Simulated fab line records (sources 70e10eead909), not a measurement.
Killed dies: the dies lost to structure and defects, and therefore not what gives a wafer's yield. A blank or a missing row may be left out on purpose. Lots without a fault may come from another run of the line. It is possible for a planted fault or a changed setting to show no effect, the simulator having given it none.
What tool caused it? :: flow nand-harc :: 24 lots with 72 wafers sampled at 4 steps, on a route of 1302 steps

## WHAT THE GAUGES READ, wafer by wafer
NHARC_A_M1_THK_MEAS_24: measures by xrf.
lot: L074
measured: day 23 00:57
on: film-metro-01
thk-nm (nm): 153.7 152.4 153.2

lot: L075
measured: day 23 01:59
on: film-metro-02
thk-nm (nm): 152.5 153.5 153.2

lot: L076
measured: day 23 16:44
on: film-metro-02
thk-nm (nm): 156.7 154.2 156.3

lot: L077
measured: day 24 11:32
on: film-metro-01
thk-nm (nm): 155.9 154.7 153.3

lot: L078
measured: day 24 17:20
on: film-metro-01
thk-nm (nm): 153.7 154.2 155.1

lot: L080
measured: day 24 23:44
on: film-metro-01
thk-nm (nm): 153.2 154.7 154.9

lot: L079
measured: day 25 08:29
on: film-metro-01
thk-nm (nm): 154.1 154.8 154.4

lot: L081
measured: day 26 09:52
on: film-metro-01
thk-nm (nm): 156.3 155.3 153.6

lot: L083
measured: day 26 10:43
on: film-metro-01
thk-nm (nm): 155.2 157.1 155.3

lot: L082
measured: day 26 18:53
on: film-metro-01
thk-nm (nm): 152.7 155.4 152.5

lot: L085
measured: day 27 21:25
on: film-metro-02
thk-nm (nm): 154.2 153.2 153.8

lot: L084
measured: day 27 22:36
on: film-metro-01
thk-nm (nm): 156.8 156.6 155.0

lot: L086
measured: day 28 04:51
on: film-metro-02
thk-nm (nm): 155.2 152.2 156.4

lot: L087
measured: day 28 14:46
on: film-metro-02
thk-nm (nm): 155.0 154.1 153.4

lot: L088
measured: day 28 20:26
on: film-metro-02
thk-nm (nm): 156.4 153.7 154.3

lot: L089
measured: day 28 20:40
on: film-metro-02
thk-nm (nm): 152.7 151.8 152.5

lot: L091
measured: day 29 23:16
on: film-metro-01
thk-nm (nm): 153.3 154.5 152.2

lot: L090
measured: day 30 05:59
on: film-metro-02
thk-nm (nm): 154.0 151.6 151.7

lot: L092
measured: day 31 01:33
on: film-metro-02
thk-nm (nm): 153.0 154.4 155.0

lot: L093
measured: day 31 05:05
on: film-metro-01
thk-nm (nm): 154.1 156.2 154.5

lot: L096
measured: day 31 19:48
on: film-metro-02
thk-nm (nm): 154.1 154.8 149.9

lot: L095
measured: day 31 21:59
on: film-metro-02
thk-nm (nm): 156.1 154.9 157.3

lot: L097
measured: day 32 02:34
on: film-metro-01
thk-nm (nm): 153.2 153.6 151.5

lot: L094
measured: day 32 04:43
on: film-metro-02
thk-nm (nm): 154.6 154.1 152.4

## EACH LOT AND THE TOOL THAT RAN IT (in order: tool; ch and the chambers of the sampled wafers; start)
lot: L074
NHARC_A_M0_DEGAS_28: pvd-sputter-01, day 22 19:23
NHARC_A_M0_ANNEAL_30: rtp-anneal-02 ch 0, day 22 20:11
NHARC_A_M1_DEGAS_29: pvd-sputter-03, day 22 23:32

lot: L075
NHARC_A_M0_DEGAS_28: pvd-sputter-03, day 22 20:11
NHARC_A_M0_ANNEAL_30: rtp-anneal-01 ch 0, day 22 20:58
NHARC_A_M1_DEGAS_29: pvd-sputter-01, day 23 00:36

lot: L076
NHARC_A_M0_DEGAS_28: pvd-sputter-02, day 23 11:08
NHARC_A_M0_ANNEAL_30: rtp-anneal-02 ch 0, day 23 11:53
NHARC_A_M1_DEGAS_29: pvd-sputter-03, day 23 15:20

lot: L077
NHARC_A_M0_DEGAS_28: pvd-sputter-01, day 24 05:57
NHARC_A_M0_ANNEAL_30: rtp-anneal-02 ch 0, day 24 06:41
NHARC_A_M1_DEGAS_29: pvd-sputter-01, day 24 10:08

lot: L078
NHARC_A_M0_DEGAS_28: pvd-sputter-01, day 24 11:55
NHARC_A_M0_ANNEAL_30: rtp-anneal-02 ch 0, day 24 12:45
NHARC_A_M1_DEGAS_29: pvd-sputter-02, day 24 15:56

lot: L080
NHARC_A_M0_DEGAS_28: pvd-sputter-01, day 24 18:16
NHARC_A_M0_ANNEAL_30: rtp-anneal-01 ch 0, day 24 19:00
NHARC_A_M1_DEGAS_29: pvd-sputter-03, day 24 22:19

lot: L079
NHARC_A_M0_DEGAS_28: pvd-sputter-02, day 25 02:56
NHARC_A_M0_ANNEAL_30: rtp-anneal-02 ch 0, day 25 03:41
NHARC_A_M1_DEGAS_29: pvd-sputter-03, day 25 07:06

lot: L081
NHARC_A_M0_DEGAS_28: pvd-sputter-01, day 26 04:17
NHARC_A_M0_ANNEAL_30: rtp-anneal-01 ch 0, day 26 05:08
NHARC_A_M1_DEGAS_29: pvd-sputter-01, day 26 08:28

lot: L083
NHARC_A_M0_DEGAS_28: pvd-sputter-02, day 26 05:08
NHARC_A_M0_ANNEAL_30: rtp-anneal-02 ch 0, day 26 05:55
NHARC_A_M1_DEGAS_29: pvd-sputter-02, day 26 09:18

lot: L082
NHARC_A_M0_DEGAS_28: pvd-sputter-01, day 26 13:26
NHARC_A_M0_ANNEAL_30: rtp-anneal-02 ch 0, day 26 14:16
NHARC_A_M1_DEGAS_29: pvd-sputter-02, day 26 17:29

lot: L085
NHARC_A_M0_DEGAS_28: pvd-sputter-01, day 27 15:49
NHARC_A_M0_ANNEAL_30: rtp-anneal-01 ch 0, day 27 16:33
NHARC_A_M1_DEGAS_29: pvd-sputter-03, day 27 20:01

lot: L084
NHARC_A_M0_DEGAS_28: pvd-sputter-03, day 27 16:50
NHARC_A_M0_ANNEAL_30: rtp-anneal-02 ch 0, day 27 17:44
NHARC_A_M1_DEGAS_29: pvd-sputter-01, day 27 21:11

lot: L086
NHARC_A_M0_DEGAS_28: pvd-sputter-03, day 27 23:16
NHARC_A_M0_ANNEAL_30: rtp-anneal-02 ch 0, day 28 00:08
NHARC_A_M1_DEGAS_29: pvd-sputter-03, day 28 03:28

lot: L087
NHARC_A_M0_DEGAS_28: pvd-sputter-03, day 28 05:17
NHARC_A_M0_ANNEAL_30: rtp-anneal-01 ch 0, day 28 06:07
NHARC_A_M1_DEGAS_29: pvd-sputter-01, day 28 13:22

lot: L088
NHARC_A_M0_DEGAS_28: pvd-sputter-03, day 28 14:02
NHARC_A_M0_ANNEAL_30: rtp-anneal-02 ch 0, day 28 14:51
NHARC_A_M1_DEGAS_29: pvd-sputter-02, day 28 18:13

lot: L089
NHARC_A_M0_DEGAS_28: pvd-sputter-01, day 28 15:05
NHARC_A_M0_ANNEAL_30: rtp-anneal-02 ch 0, day 28 15:55
NHARC_A_M1_DEGAS_29: pvd-sputter-02, day 28 19:16

lot: L091
NHARC_A_M0_DEGAS_28: pvd-sputter-01, day 29 17:31
NHARC_A_M0_ANNEAL_30: rtp-anneal-02 ch 0, day 29 18:36
NHARC_A_M1_DEGAS_29: pvd-sputter-01, day 29 21:52

lot: L090
NHARC_A_M0_DEGAS_28: pvd-sputter-01, day 30 00:26
NHARC_A_M0_ANNEAL_30: rtp-anneal-01 ch 0, day 30 01:13
NHARC_A_M1_DEGAS_29: pvd-sputter-01, day 30 04:36

lot: L092
NHARC_A_M0_DEGAS_28: pvd-sputter-03, day 30 20:06
NHARC_A_M0_ANNEAL_30: rtp-anneal-01 ch 0, day 30 20:54
NHARC_A_M1_DEGAS_29: pvd-sputter-03, day 31 00:09

lot: L093
NHARC_A_M0_DEGAS_28: pvd-sputter-02, day 30 23:39
NHARC_A_M0_ANNEAL_30: rtp-anneal-02 ch 0, day 31 00:23
NHARC_A_M1_DEGAS_29: pvd-sputter-01, day 31 03:41

lot: L096
NHARC_A_M0_DEGAS_28: pvd-sputter-03, day 31 14:17
NHARC_A_M0_ANNEAL_30: rtp-anneal-01 ch 0, day 31 15:01
NHARC_A_M1_DEGAS_29: pvd-sputter-02, day 31 18:25

lot: L095
NHARC_A_M0_DEGAS_28: pvd-sputter-01, day 31 15:58
NHARC_A_M0_ANNEAL_30: rtp-anneal-01 ch 0, day 31 16:53
NHARC_A_M1_DEGAS_29: pvd-sputter-01, day 31 20:35

lot: L097
NHARC_A_M0_DEGAS_28: pvd-sputter-02, day 31 20:55
NHARC_A_M0_ANNEAL_30: rtp-anneal-01 ch 0, day 31 21:39
NHARC_A_M1_DEGAS_29: pvd-sputter-02, day 32 01:04

lot: L094
NHARC_A_M0_DEGAS_28: pvd-sputter-02, day 31 22:59
NHARC_A_M0_ANNEAL_30: rtp-anneal-02 ch 0, day 31 23:56
NHARC_A_M1_DEGAS_29: pvd-sputter-01, day 32 03:20
- NHARC_A_M0_DEGAS_28: time 60 s.
- NHARC_A_M0_ANNEAL_30: time 90 s.
- NHARC_A_M1_DEGAS_29: time 60 s.

## AS READ BY THE TOOLS THEMSELVES (means over the sampled wafers that have a number; for cases with no such wafer, the mark the record gives instead)
NHARC_A_M0_DEGAS_28.
lot: L074
tool: pvd-sputter-01
heater-power-w (W): 348

lot: L075
tool: pvd-sputter-03
heater-power-w (W): 342

lot: L076
tool: pvd-sputter-02
heater-power-w (W): 360

lot: L077
tool: pvd-sputter-01
heater-power-w (W): 322

lot: L078
tool: pvd-sputter-01
heater-power-w (W): 333

lot: L080
tool: pvd-sputter-01
heater-power-w (W): 330

lot: L079
tool: pvd-sputter-02
heater-power-w (W): 354

lot: L081
tool: pvd-sputter-01
heater-power-w (W): 329

lot: L083
tool: pvd-sputter-02
heater-power-w (W): 308

lot: L082
tool: pvd-sputter-01
heater-power-w (W): 352

lot: L085
tool: pvd-sputter-01
heater-power-w (W): 358

lot: L084
tool: pvd-sputter-03
heater-power-w (W): 311

lot: L086
tool: pvd-sputter-03
heater-power-w (W): 353

lot: L087
tool: pvd-sputter-03
heater-power-w (W): 319

lot: L088
tool: pvd-sputter-03
heater-power-w (W): 348

lot: L089
tool: pvd-sputter-01
heater-power-w (W): 335

lot: L091
tool: pvd-sputter-01
heater-power-w (W): 347

lot: L090
tool: pvd-sputter-01
heater-power-w (W): 310

lot: L092
tool: pvd-sputter-03
heater-power-w (W): 344

lot: L093
tool: pvd-sputter-02
heater-power-w (W): 366

lot: L096
tool: pvd-sputter-03
heater-power-w (W): 338

lot: L095
tool: pvd-sputter-01
heater-power-w (W): 303

lot: L097
tool: pvd-sputter-02
heater-power-w (W): 349

lot: L094
tool: pvd-sputter-02
heater-power-w (W): 316

NHARC_A_M0_ANNEAL_30.
lot: L074
tool: rtp-anneal-02
wafer_temp_C_max: 226.11

lot: L075
tool: rtp-anneal-01
wafer_temp_C_max: 225.87

lot: L076
tool: rtp-anneal-02
wafer_temp_C_max: 225.63

lot: L077
tool: rtp-anneal-02
wafer_temp_C_max: 225.83

lot: L078
tool: rtp-anneal-02
wafer_temp_C_max: 225.74

lot: L080
tool: rtp-anneal-01
wafer_temp_C_max: 226.05

lot: L079
tool: rtp-anneal-02
wafer_temp_C_max: 225.57

lot: L081
tool: rtp-anneal-01
wafer_temp_C_max: 226.10

lot: L083
tool: rtp-anneal-02
wafer_temp_C_max: 225.83

lot: L082
tool: rtp-anneal-02
wafer_temp_C_max: 225.74

lot: L085
tool: rtp-anneal-01
wafer_temp_C_max: 225.94

lot: L084
tool: rtp-anneal-02
wafer_temp_C_max: 225.92

lot: L086
tool: rtp-anneal-02
wafer_temp_C_max: 225.94

lot: L087
tool: rtp-anneal-01
wafer_temp_C_max: 225.95

lot: L088
tool: rtp-anneal-02
wafer_temp_C_max: 226.06

lot: L089
tool: rtp-anneal-02
wafer_temp_C_max: 225.95

lot: L091
tool: rtp-anneal-02
wafer_temp_C_max: 225.89

lot: L090
tool: rtp-anneal-01
wafer_temp_C_max: 225.93

lot: L092
tool: rtp-anneal-01
wafer_temp_C_max: 225.89

lot: L093
tool: rtp-anneal-02
wafer_temp_C_max: 225.84

lot: L096
tool: rtp-anneal-01
wafer_temp_C_max: 226.18

lot: L095
tool: rtp-anneal-01
wafer_temp_C_max: 226.33

lot: L097
tool: rtp-anneal-01
wafer_temp_C_max: 225.92

lot: L094
tool: rtp-anneal-02
wafer_temp_C_max: 225.81

NHARC_A_M1_DEGAS_29.
lot: L074
tool: pvd-sputter-03
heater-power-w (W): 337

lot: L075
tool: pvd-sputter-01
heater-power-w (W): 326

lot: L076
tool: pvd-sputter-03
heater-power-w (W): 303

lot: L077
tool: pvd-sputter-01
heater-power-w (W): 315

lot: L078
tool: pvd-sputter-02
heater-power-w (W): 349

lot: L080
tool: pvd-sputter-03
heater-power-w (W): 314

lot: L079
tool: pvd-sputter-03
heater-power-w (W): 353

lot: L081
tool: pvd-sputter-01
heater-power-w (W): 308

lot: L083
tool: pvd-sputter-02
heater-power-w (W): 358

lot: L082
tool: pvd-sputter-02
heater-power-w (W): 330

lot: L085
tool: pvd-sputter-03
heater-power-w (W): 316

lot: L084
tool: pvd-sputter-01
heater-power-w (W): 323

lot: L086
tool: pvd-sputter-03
heater-power-w (W): 328

lot: L087
tool: pvd-sputter-01
heater-power-w (W): 314

lot: L088
tool: pvd-sputter-02
heater-power-w (W): 347

lot: L089
tool: pvd-sputter-02
heater-power-w (W): 335

lot: L091
tool: pvd-sputter-01
heater-power-w (W): 311

lot: L090
tool: pvd-sputter-01
heater-power-w (W): 334

lot: L092
tool: pvd-sputter-03
heater-power-w (W): 333

lot: L093
tool: pvd-sputter-01
heater-power-w (W): 316

lot: L096
tool: pvd-sputter-02
heater-power-w (W): 322

lot: L095
tool: pvd-sputter-01
heater-power-w (W): 307

lot: L097
tool: pvd-sputter-02
heater-power-w (W): 358

lot: L094
tool: pvd-sputter-01
heater-power-w (W): 335

## THE ANSWER, worked out from the rows above alone
Rule: usual is defined by the lots themselves. The widest of any qualifying gaps counts: lots, ordered by their means at a reading, are off when they make up no more than a third of the lots, leave a main group of 4 or more, and stand apart from it by 3 or more times the standard deviation of that group's means. If all means in a main group match to the digits the tables above print for the reading, that group is not used. A lot without any number at a reading at which 4 lots or more have one is off too. Any other lot the step has rows for is counted as sound. First the gauges in route order, then the tools' own readings, where a lot's mean is used as printed above. The first step at which some lot is off is used, and at that step the reading that is off furthest; a lot without a number counts as furthest.
No lot is off at any reading shown: from this, nothing can be told.

## WHAT THE SIMULATOR HAD PUT IN
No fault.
